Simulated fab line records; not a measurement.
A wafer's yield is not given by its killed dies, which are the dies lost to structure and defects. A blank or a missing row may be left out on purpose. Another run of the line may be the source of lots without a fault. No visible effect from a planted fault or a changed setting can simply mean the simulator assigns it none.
fab line records	flow n5_finfet
[record] lots = 7	wafers = 20	last_day = 17
route steps=1938 shown BEOL_M10@1514 PASSIVATION@1936
lots untouched by any fault: they come from a run of this same line in which no faults occurred
start_h: hours from the record's opening day to when the first of the lot's shown wafers began	wait_h: time in hours since the lot's previous step	" identical to the entry in the row above	L1.1+2: a single row standing in for several wafers	- no value, or no start given	* or withheld: withheld	< > ~ a bound
route shown NAME@n: NAME is a module with steps in the file, n the number in the route of the first one	usual: mean/standard deviation taken from wafers without a fault	same: alike in all rows	chamber/n: place in a boat	sites: per-site readings	_std_site: how widely they spread, as a standard deviation	_edge_site: outer sites' mean less inner sites'	radius_mm: for every site, how far away it sits from the centre of the wafer	mask NAME#n: copy n	behind: the tool/chamber that last shaped the wafer	hold: the reason the lot was held/the length of the hold in hours/how it ended	device: which transistor (n, p or np) failed to switch	end of line: the route-end tests of the same wafers	for a step that has no rows: nothing shown but its recipe	killed: at the first sort, the dies lost to defects and structure; wafer yield is something else	map: dies across one wafer; x = killed, . = not, _ = none there
set.NAME: the setting that was run; set.NAME@STEP: the one run at that earlier step	model.NAME: the simulator's own value behind a step, which no gauge read
a table for each step, a row for each wafer; lots at some steps of the route
services: a tool's chamber out of use, with start hour (start_h, from the record's first day; less than 0 if before it), hours out, and reason
[[steps]]
[step N5_BEOL_M10_STRIP_77]
[recipe] chemistry = N2/H2	time_s = 10	power_w = 450	temp_c = 40	pressure_mtorr = 20	rf_frequency_hz = 6e+07	bias_power_w = 7	n2_flow_sccm = 200	h2_flow_sccm = 200
[usual] drypump_motor_current_A = 5.5/0.34	oes_product_au = 0.82/0.067	rf_vpp_V = 59.1/0.87	showerhead_plenum_p_Torr = 2.55/0.086	throttle_valve_pct = 23.7/0.37
[same] time_s = 10
lot.wafer	tool	chamber	start_h	wait_h	drypump_motor_current_A	oes_product_au	rf_hours_counter_h	rf_vpp_V	showerhead_plenum_p_Torr	throttle_valve_pct
L430.1	rie_diel-04	3	-	-	5.5	0.85	58	58.3	2.57	23.1
L430.2	"	0	"	"	5.4	0.79	87	59.6	2.68	24.1
L430.3	"	2	"	"	5.7	0.82	71	58.4	2.58	23.2
L433.3	rie_diel-06	3	-	-	6.5	0.68	234	59.8	2.61	24.1
L433.4	"	2	"	"	5.0	0.79	120	59.8	2.45	23.9
L433.5	"	3	"	"	6.5	0.69	-	59.0	2.61	24.1
L438.1	rie_diel-04	2	-	-	5.7	0.81	85	58.4	2.57	23.2
L438.4	"	3	"	"	5.5	0.83	73	57.6	2.57	23.1
L438.5	"	2	"	"	5.7	0.81	-	60.2	2.57	23.2
L440.2	rie_diel-03	3	-	-	5.7	0.89	47	58.4	2.59	24.1
L440.3	"	1	"	"	5.6	0.88	30	59.7	2.48	23.3
L440.6	"	3	"	"	5.7	0.88	-	59.0	2.59	24.1
L439.1	rie_diel-04	2	-	-	5.7	0.80	92	58.9	2.57	23.2
L439.4	"	0	"	"	5.4	0.78	110	59.0	2.67	24.1
L439.6	"	2	"	"	5.7	0.80	-	58.9	2.57	23.2
L444.1	rie_diel-06	2	-	-	5.0	0.77	142	60.0	2.44	24.0
L444.3	"	0	"	"	5.5	0.70	237	59.4	2.51	23.3
L448.3	rie_diel-03	1	-	-	5.5	0.87	46	57.6	2.47	23.3
L448.5	"	3	"	"	5.7	0.88	-	59.0	2.58	24.2
L448.6	"	0	"	"	5.0	0.79	-	58.9	2.45	23.7
[step N5_BEOL_M10_OCD_MEAS_38]
[usual] trench_depth_nm = 148.8/1.7
lot.wafer	tool	chamber	start_h	wait_h	trench_depth_nm
L430.1	ocd-02	-	245.68	-	152.8
L430.2	"	-	"	"	150.2
L430.3	"	-	"	"	149.4
L433.3	ocd-01	-	270.27	-	149.1
L433.4	"	-	"	"	151.0
L433.5	"	-	"	"	148.3
L438.1	ocd-02	-	288.08	-	147.8
L438.4	"	-	"	"	149.9
L438.5	"	-	"	"	149.7
L440.2	ocd-02	-	310.40	-	149.2
L440.3	"	-	"	"	149.0
L440.6	"	-	"	"	148.7
L439.1	ocd-01	-	311.04	-	148.6
L439.4	"	-	"	"	150.5
L439.6	"	-	"	"	149.5
L444.1	ocd-01	-	324.30	-	146.3
L444.3	"	-	"	"	145.0
L448.3	ocd-02	-	363.67	-	149.4
L448.5	"	-	"	"	149.4
L448.6	"	-	"	"	148.8
[step N5_BEOL_M10_HM_STRIP_39]
[recipe] chemistry = peroxide_tin_strip	material = TiN	target_depth_a = 250	temp_c = 50	time_s = 158
[step N5_BEOL_M10_SRD_40]
[recipe] time_s = 30	temp_c = 23	rinse_liquid = diw	dry = ipa_marangoni
[step N5_BEOL_M10_PRECLEAN_42]
[recipe] chemistry = residue_remover	time_s = 60	temp_c = 40
[step N5_BEOL_M10_SRD_43]
[recipe] time_s = 30	temp_c = 23	rinse_liquid = diw	dry = ipa_marangoni
[step N5_BEOL_M10_CD_MEAS_35]
[recipe] target_cd_nm = 70	polarity = opening
[usual] cd_nm = 70.0/0.53
lot.wafer	tool	chamber	start_h	wait_h	cd_nm
L430.1	cd_sem-02	-	245.93	0.0	70.3
L430.2	"	-	"	"	69.9
L430.3	"	-	"	"	69.8
L433.3	cd_sem-01	-	270.42	0.0	69.4
L433.4	"	-	"	"	69.2
L433.5	"	-	"	"	68.6
L438.1	cd_sem-03	-	288.23	0.0	71.4
L438.4	"	-	"	"	70.7
L438.5	"	-	"	"	70.5
L440.2	cd_sem-02	-	310.55	0.0	69.7
L440.3	"	-	"	"	69.6
L440.6	"	-	"	"	69.7
L439.1	cd_sem-03	-	311.19	0.0	71.1
L439.4	"	-	"	"	70.4
L439.6	"	-	"	"	70.0
L444.1	cd_sem-01	-	324.45	0.0	69.7
L444.3	"	-	"	"	70.3
L448.3	cd_sem-01	-	363.82	0.0	70.4
L448.5	"	-	"	"	70.2
L448.6	"	-	"	"	69.9
[step N5_BEOL_M10_CURE_72]
[recipe] temp_c = 370	time_s = 120	ambient = DMADMS/He	material = SiCOH_lowk
[step N5_BEOL_M10_DEGAS_44]
[recipe] ambient = vacuum	temp_c = 250	time_s = 60
[usual] heater_power_w = 336/38
[same] time_s = 60
lot.wafer	tool	chamber	start_h	wait_h	heater_power_w
L430.1	pvd_sputter-03	-	246.29	0.3	281
L430.2	"	-	"	"	335
L430.3	"	-	"	"	319
L433.3	pvd_sputter-02	-	270.94	0.3	323
L433.4	"	-	"	"	406
L433.5	"	-	"	"	398
L438.1	pvd_sputter-02	-	288.74	0.4	359
L438.4	"	-	"	"	318
L438.5	"	-	"	"	314
L439.1	pvd_sputter-03	-	311.77	0.3	281
L439.4	"	-	"	"	313
L439.6	"	-	"	"	321
L440.2	pvd_sputter-03	-	311.89	0.9	323
L440.3	"	-	"	"	309
L440.6	"	-	"	"	314
L444.1	pvd_sputter-02	-	325.20	0.5	315
L444.3	"	-	"	"	407
L448.3	pvd_sputter-03	-	364.30	0.2	319
L448.5	"	-	"	"	287
L448.6	"	-	"	"	317
[step N5_BEOL_M10_PRE_CLEAN_45]
[recipe] gas = H2/He	time_s = 30	temp_c = 250
[usual] heater_power_w = 336/37
[same] time_s = 30
lot.wafer	tool	chamber	start_h	wait_h	heater_power_w
L430.1	pvd_sputter-03	-	246.33	0.0	282
L430.2	"	-	"	"	338
L430.3	"	-	"	"	322
L433.3	pvd_sputter-02	-	270.98	0.0	314
L433.4	"	-	"	"	405
L433.5	"	-	"	"	405
L438.1	pvd_sputter-02	-	288.78	0.0	343
L438.4	"	-	"	"	316
L438.5	"	-	"	"	312
L439.1	pvd_sputter-03	-	311.81	0.0	272
L439.4	"	-	"	"	324
L439.6	"	-	"	"	323
L440.2	pvd_sputter-03	-	311.93	0.0	317
L440.3	"	-	"	"	315
L440.6	"	-	"	"	328
L444.1	pvd_sputter-02	-	325.24	0.0	319
L444.3	"	-	"	"	410
L448.3	pvd_sputter-03	-	364.34	0.0	324
L448.5	"	-	"	"	286
L448.6	"	-	"	"	321
[step N5_BEOL_M10_ALD_74]
[recipe] material = TaN	target_thk_a = 20	temp_c = 275	ald_precursor_family = PDMAT	ald_co_reactant = NH3	pressure_torr = 3	carrier_flow_sccm = 1500	pulse_time_s = 2	purge_time_s = 3	co_reactant_purge_time_s = 2	co_reactant_pulse_time_s = 3	ald_cycles = 40	precursor_vessel_temp_c = 75	precursor_vessel_pressure_torr = 26.25	precursor_vessel_carrier_sccm = 1000
[usual] heater_power_w = 409/59	precursor_vessel_pressure_torr = 26.25/0.057	precursor_vessel_temp_c = 75.01/0.11
[same] ald_cycles = 40
lot.wafer	tool	chamber	start_h	wait_h	heater_power_w	precursor_vessel_pressure_torr	precursor_vessel_temp_c
L430.1	ald_metal-04	0	246.39	0.0	471	26.24	75.04
L430.2	"	2	"	"	433	26.32	75.03
L430.3	"	3	"	"	398	26.23	75.01
L433.3	ald_metal-01	0	271.16	0.2	312	26.33	74.85
L433.4	"	1	"	"	323	26.28	75.03
L433.5	"	1	"	"	328	26.28	74.95
L438.1	ald_metal-03	1	288.84	0.0	424	26.25	75.00
L438.4	"	2	"	"	514	26.30	75.19
L438.5	"	1	"	"	415	26.17	75.01
L439.1	ald_metal-03	2	311.87	0.0	527	26.38	74.98
L439.4	"	1	"	"	412	26.25	75.03
L439.6	"	2	"	"	518	26.32	74.96
L440.2	ald_metal-04	1	311.99	0.0	423	26.24	74.86
L440.3	"	3	"	"	401	26.26	74.96
L440.6	"	2	"	"	439	26.33	75.03
L444.1	ald_metal-04	3	325.30	0.0	406	26.27	75.07
L444.3	"	2	"	"	435	26.34	75.10
L448.3	ald_metal-01	2	364.40	0.0	391	26.14	75.12
L448.5	"	3	"	"	466	26.31	75.05
L448.6	"	2	"	"	396	26.27	75.05
[step N5_BEOL_M10_SURFACE_TREAT_76]
[recipe] gas = Ar	time_s = *	ion_energy_ev = *	ion_current_ma_cm2 = 0.5	pressure_mtorr = *	ar_flow_sccm = 30
[step N5_BEOL_M10_CVD_75]
[recipe] material = Co	target_thk_a = 20	temp_c = withheld	precursor = CCTBA/H2	pressure_torr = 30	time_s = 138.9
[usual] run_length_s = 161.9/0.61
lot.wafer	tool	chamber	start_h	wait_h	run_length_s
L430.1	cvd_co-02	2	246.75	0.1	161.7
L430.2	"	0	"	"	161.4
L430.3	"	1	"	"	162.5
L433.3	cvd_co-01	0	271.85	0.3	160.9
L433.4	"	1	"	"	163.1
L433.5	"	2	"	"	162.1
L438.1	cvd_co-01	0	290.50	0.0	161.1
L438.4	"	2	"	"	162.4
L438.5	"	1	"	"	162.4
L439.1	cvd_co-01	0	313.24	0.4	158.3
L439.4	"	1	"	"	162.7
L439.6	"	0	"	"	158.1
L440.2	cvd_co-01	1	313.33	0.5	162.6
L440.3	"	0	"	"	160.9
L440.6	"	1	"	"	159.0
L444.1	cvd_co-01	1	325.89	0.2	159.1
L444.3	"	0	"	"	160.9
L448.3	cvd_co-02	0	364.88	0.1	160.7
L448.5	"	1	"	"	162.9
L448.6	"	2	"	"	162.0
[step N5_BEOL_M10_SPUTTER_48]
[recipe] material = Cu	target_thk_a = 120	temp_c = -20	bias_v = 60	power_w = 26000	chamber_pressure_pa = 0.13	time_s = 2
[usual] chamber_pressure_pa = 0.13001/0.00023	throttle_valve_pct = 30.2/1
[same] time_s = 2
lot.wafer	tool	chamber	start_h	wait_h	chamber_pressure_pa	throttle_valve_pct
L430.1	pvd_sputter-01	-	246.87	0.1	0.13014	29.9
L430.2	"	-	"	"	0.12991	29.6
L430.3	"	-	"	"	0.12996	30.7
L433.3	pvd_sputter-01	-	272.48	0.6	0.12974	30.9
L433.4	"	-	"	"	0.12998	29.8
L433.5	"	-	"	"	0.13034	30.7
L438.1	pvd_sputter-01	-	290.72	0.2	0.12986	29.9
L438.4	"	-	"	"	0.12959	30.7
L438.5	"	-	"	"	0.13002	29.6
L439.1	pvd_sputter-03	-	313.38	0.1	0.13009	29.0
L439.4	"	-	"	"	0.13036	29.8
L439.6	"	-	"	"	0.1302	30.5
L440.2	pvd_sputter-02	-	313.46	0.1	0.13011	30.2
L440.3	"	-	"	"	0.12993	29.9
L440.6	"	-	"	"	0.13035	30.4
L444.1	pvd_sputter-01	-	326.10	0.2	0.12967	29.8
L444.3	"	-	"	"	0.12983	30.7
L448.3	pvd_sputter-01	-	365.07	0.1	0.12988	29.7
L448.5	"	-	"	"	0.13014	30.8
L448.6	"	-	"	"	0.13026	29.8
[step N5_PASSIVATION_PROBE_49]
[usual] defect_limited_yield = 91.4/1.6	killed_at_M0_to_M3 = 34/12	killed_at_M4_up = 13/5.2	killed_at_contacts = 11/5.5	killed_at_front_end = 40/13	killed_at_other = 3.4/2.7	killed_dies = 102/19	killed_open = 66/15	killed_short = 33/7.9	sort_bin_5_function = 5.1/1.1	sort_bin_6_memory = 3.2/0.7	sort_n_pass = 1078/19	sort_yield_pct = 91.4/1.6
[same] gross_dies = 1180	killed_at_back_side = 0	sort_bin_4_leakage[%] = 0	sort_bin_8_speed[%] = 0
lot.wafer	tool	chamber	start_h	wait_h	defect_limited_yield[%]	killed_at_M0_to_M3	killed_at_M4_up	killed_at_contacts	killed_at_front_end	killed_at_other	killed_dies	killed_open	killed_short	sort_bin_5_function[%]	sort_bin_6_memory[%]	sort_n_pass	sort_yield_pct[%]
L430.1	prober-01	-	297.91	0.0	92.9	23	17	10	29	5	84	60	22	3.3	3.3	1096	92.9
L430.2	prober-01	-	297.96	0.1	92.1	23	18	10	38	4	93	67	26	4.2	3.3	1087	92.1
L430.3	prober-01	-	298.01	0.1	92.6	29	25	7	22	4	87	59	25	3.7	3.2	1093	92.6
L438.1	prober-01	-	357.07	0.0	91.5	18	10	5	67	0	100	71	27	5.3	2.9	1080	91.5
L438.4	prober-01	-	357.22	0.2	92.2	35	16	4	35	2	92	66	24	4.5	3.1	1088	92.2
L438.5	prober-01	-	357.27	0.2	90.2	35	8	10	55	8	116	78	36	5.3	4.3	1064	90.2
L439.1	prober-01	-	369.95	0.2	91.6	26	21	15	33	4	99	64	34	4.1	4.2	1081	91.6
L439.4	prober-01	-	370.10	0.3	93.6	21	9	6	32	8	76	47	26	3.6	2.7	1104	93.6
L439.6	prober-01	-	370.20	0.4	91.9	28	10	10	44	3	95	70	23	5.3	2.2	1085	91.9
L440.2	prober-02	-	370.09	0.1	91.5	40	21	5	32	2	100	60	36	4.9	3.1	1080	91.5
L440.3	prober-02	-	370.14	0.1	91.3	42	9	20	29	3	103	66	36	5.4	2.8	1077	91.3
L440.6	prober-02	-	370.29	0.3	90.2	32	11	12	59	2	116	82	33	6.0	3.5	1064	90.2
L448.3	prober-01	-	417.76	0.1	93.5	22	4	11	36	4	77	54	22	3.9	2.1	1103	93.5
L448.5	prober-01	-	417.86	0.2	93.1	23	2	10	42	4	81	52	29	4.7	1.8	1099	93.1
L448.6	prober-01	-	417.91	0.3	92.3	26	4	15	43	3	91	56	34	4.3	3.1	1089	92.3
// killed by level:class
L430.1 BEOL_M1:geometric_particle:open=11 BEOL_M4:geometric_particle:open=9 MOL_CONTACT_COAG:geometric_particle:open=8 DUMMY_GATE:geometric_particle:open=5 GATE_CUT:geometric_particle:open=4 BEOL_M2:geometric_particle:open=4 STI_FIN_REVEAL:geometric_particle:open=3 DUMMY_GATE:geometric_particle:short=3
L430.2 STI_FIN_REVEAL:geometric_particle:open=13 BEOL_M4:geometric_particle:open=11 MOL_CONTACT_COAG:geometric_particle:open=9 BEOL_M2:geometric_particle:open=7 DUMMY_GATE:geometric_particle:open=5 BEOL_M2:geometric_particle:short=5 STARTING-WAFER:geometric_particle:short=5 BEOL_M5:geometric_particle:open=4
L430.3 BEOL_M4:geometric_particle:open=13 BEOL_M1:geometric_particle:open=11 BEOL_M2:geometric_particle:open=8 BEOL_M0_SAQP:geometric_particle:short=7 STI_FIN_REVEAL:geometric_particle:open=5 MOL_CONTACT_COAG:geometric_particle:short=5 BEOL_M0_SAQP:geometric_particle:open=3 MIM_TOP_ETCH:geometric_particle:open=3
L438.1 FIN_SAQP:geometric_particle:open=17 STI_FIN_REVEAL:geometric_particle:open=13 DUMMY_GATE:geometric_particle:open=10 BEOL_M3:geometric_particle:open=7 BEOL_M2:geometric_particle:open=6 FIN_SAQP:geometric_particle:short=5 BEOL_M4:geometric_particle:open=5 DUMMY_GATE:geometric_particle:short=4
L438.4 BEOL_M2:geometric_particle:open=10 BEOL_M1:geometric_particle:open=9 STI_FIN_REVEAL:geometric_particle:open=8 BEOL_M0_SAQP:geometric_particle:open=8 BEOL_M4:geometric_particle:open=7 FIN_SAQP:geometric_particle:open=6 FIN_SAQP:geometric_particle:short=4 DUMMY_GATE:geometric_particle:open=4
L438.5 STI_FIN_REVEAL:geometric_particle:open=22 BEOL_M2:geometric_particle:open=11 DUMMY_GATE:geometric_particle:open=10 MOL_CONTACT_COAG:geometric_particle:open=7 BEOL_M3:geometric_particle:open=7 FIN_SAQP:geometric_particle:open=5 FIN_SAQP:geometric_particle:short=4 BEOL_M0_SAQP:geometric_particle:short=4
L439.1 BEOL_M4:geometric_particle:open=13 MOL_CONTACT_COAG:geometric_particle:open=12 FIN_SAQP:geometric_particle:open=11 BEOL_M0_SAQP:geometric_particle:short=7 FIN_SAQP:geometric_particle:short=6 BEOL_M2:geometric_particle:open=4 BEOL_M3:geometric_particle:open=4 STI_FIN_REVEAL:geometric_particle:open=3
L440.2 BEOL_M2:geometric_particle:open=12 BEOL_M4:geometric_particle:open=12 STI_FIN_REVEAL:geometric_particle:open=9 BEOL_M1:geometric_particle:short=7 BEOL_M0_SAQP:geometric_particle:open=5 BEOL_M0_SAQP:geometric_particle:short=5 BEOL_M1:geometric_particle:open=5 FIN_SAQP:geometric_particle:open=4
L439.4 FIN_SAQP:geometric_particle:short=8 FIN_SAQP:geometric_particle:open=7 BEOL_M4:geometric_particle:open=7 BEOL_M3:geometric_particle:open=6 GATE_CUT:geometric_particle:open=5 MOL_CONTACT_COAG:geometric_particle:open=5 GATE_CUT:geometric_particle:short=4 PASS1_DEP:geometric_particle:short=4
L440.3 MOL_CONTACT_COAG:geometric_particle:open=15 BEOL_M2:geometric_particle:open=11 STI_FIN_REVEAL:geometric_particle:open=8 BEOL_M0_SAQP:geometric_particle:open=8 BEOL_M2:geometric_particle:short=7 FIN_SAQP:geometric_particle:short=6 BEOL_M0_SAQP:geometric_particle:short=6 MOL_CONTACT_COAG:geometric_particle:short=5
L439.6 FIN_SAQP:geometric_particle:open=18 BEOL_M0_SAQP:geometric_particle:open=9 BEOL_M4:geometric_particle:open=8 MOL_CONTACT_COAG:geometric_particle:open=7 DUMMY_GATE:geometric_particle:open=5 STI_FIN_REVEAL:geometric_particle:open=4 BEOL_M0:geometric_particle:open=4 ILD0:geometric_particle:open=3
L440.6 FIN_SAQP:geometric_particle:short=16 FIN_SAQP:geometric_particle:open=14 STI_FIN_REVEAL:geometric_particle:open=14 BEOL_M3:geometric_particle:open=10 MOL_CONTACT_COAG:geometric_particle:open=9 BEOL_M4:geometric_particle:open=7 DUMMY_GATE:geometric_particle:open=5 BEOL_M0_SAQP:geometric_particle:open=5
L448.3 STI_FIN_REVEAL:geometric_particle:open=10 BEOL_M2:geometric_particle:open=10 MOL_CONTACT_COAG:geometric_particle:open=10 GATE_CUT:geometric_particle:open=5 FIN_SAQP:geometric_particle:short=5 FIN_SAQP:geometric_particle:open=4 PASS1_CAP:geometric_particle:short=3 GATE_CUT:geometric_particle:short=3
L448.5 BEOL_M0_SAQP:geometric_particle:open=10 FIN_SAQP:geometric_particle:open=9 MOL_CONTACT_COAG:geometric_particle:open=9 FIN_SAQP:geometric_particle:short=8 STI_FIN_REVEAL:geometric_particle:open=5 STARTING-WAFER:geometric_particle:open=5 BEOL_M0_SAQP:geometric_particle:short=5 ILD0:geometric_particle:open=3
L448.6 FIN_SAQP:geometric_particle:short=11 MOL_CONTACT_COAG:geometric_particle:open=11 BEOL_M1:geometric_particle:open=7 DUMMY_GATE:geometric_particle:open=6 BEOL_M0_SAQP:geometric_particle:open=6 FIN_SAQP:geometric_particle:open=5 ILD0:geometric_particle:open=5 MOL_CONTACT_COAG:geometric_particle:short=4
[[services]]
tool	chamber	start_h	hours	kind
rie_diel-06	3	226.21	11.0	repair
ald_metal-04	-	228.99	1.1	repair
ald_metal-01	3	245.35	4.3	repair
ald_metal-04	1	272.02	8.0	repair
rie_diel-03	2	276.78	12.1	repair
ald_metal-03	3	303.65	25.9	repair
cvd_co-02	-	307.63	9.0	repair
cvd_co-01	0	308.66	4.1	repair
rie_diel-03	1	329.69	7.5	repair
rie_diel-03	3	332.74	11.1	repair
cvd_co-01	1	333.33	-	clean
cvd_co-01	1	333.33	22.0	scheduled_down
cvd_co-01	1	333.33	22.0	vent_cycle
pvd_sputter-02	-	335.43	2.0	repair
ald_metal-03	-	337.25	14.0	pm
ald_metal-03	0	337.25	14.0	vent_cycle
ald_metal-03	1	337.25	14.0	vent_cycle
ald_metal-03	2	337.25	14.0	vent_cycle
ald_metal-03	3	337.25	14.0	vent_cycle
rie_diel-06	0	338.64	15.8	repair
rie_diel-03	-	344.70	2.8	pm
cvd_co-02	-	354.33	0.7	repair
cvd_co-01	-	361.78	7.0	repair
rie_diel-03	2	362.19	4.5	repair
[[key]]
[first_sign] step = N5_BEOL_M10_CVD_75	reading = run_length_s	direction = down	sigmas = 5.3	usual = *	struck = *
effect none on later readings
met_at N5_BEOL_M10_CVD_75
struck_wafers L439.1,L439.6,L440.6,L444.1
[fault] kind = process_parameter_drift	tool = cvd_co-01	chamber = -	onset_h = 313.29	steps = N5_BEOL_M10_CVD_75	channel = time_s	offset = *	shape = step	end_h = 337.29	scope = struck_wafers_only	acts_in = *	stated = *
